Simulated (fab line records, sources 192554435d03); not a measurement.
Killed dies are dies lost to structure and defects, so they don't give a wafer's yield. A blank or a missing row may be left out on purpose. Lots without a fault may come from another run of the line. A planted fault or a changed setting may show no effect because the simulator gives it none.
Chamber matching | flow n5_finfet | N5_MOL_CONTACT_COAG_ALD_123 on ald_sin-02: 4 sister chambers
The step deposits SiNx, target thk 5 nm, pulse time 1 s, purge time 2 s. 4 wafers are shown with their chamber, then 11 later ones without.

WAFERS WITH THEIR CHAMBER
wafer  | chamber | heater_power_w (W)
L083.5 | 1       | 995
L084.4 | 0       | 813
L084.5 | 3       | 734
L087.1 | 2       | 692

WAFERS WITHOUT THEIR CHAMBER
wafer  | heater_power_w (W)
L087.2 | 1004
L087.5 | 700
L090.2 | 806
L090.5 | 728
L090.6 | 818
L094.3 | 828
L094.4 | 717
L094.5 | 714
L096.2 | 742
L096.3 | 825
L096.4 | 691

WHICH CHAMBER EACH WENT THROUGH
wafer  | from the rows above     | in truth
L087.2 | 1                       | 1
L087.5 | 2                       | 2
L090.2 | 0                       | 0
L090.5 | 3                       | 3
L090.6 | 0                       | 0
L094.3 | 0                       | 0
L094.4 | can't be placed: 3 or 2 | 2
L094.5 | can't be placed: 3 or 2 | 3
L096.2 | 3                       | 3
L096.3 | 0                       | 0
L096.4 | 2                       | 2
Placed correctly: 9 of 11. Can't be placed from these rows: 2 (the true chamber is among the candidates in 2). Placed wrongly: 0.
How it was worked out, from the rows above alone: a wafer's distance from a chamber is the root of the sum, over the readings, of the square of ((its reading less the chamber's mean) divided by the reading's scatter). The wafer belongs to the nearest chamber; if the next one is less than 2 further off, it can't be placed. A chamber's mean is the mean of its shown wafers. The scatter: with one shown wafer a chamber, the root of the mean of the squares of how far each hidden wafer lies from its nearest shown one.
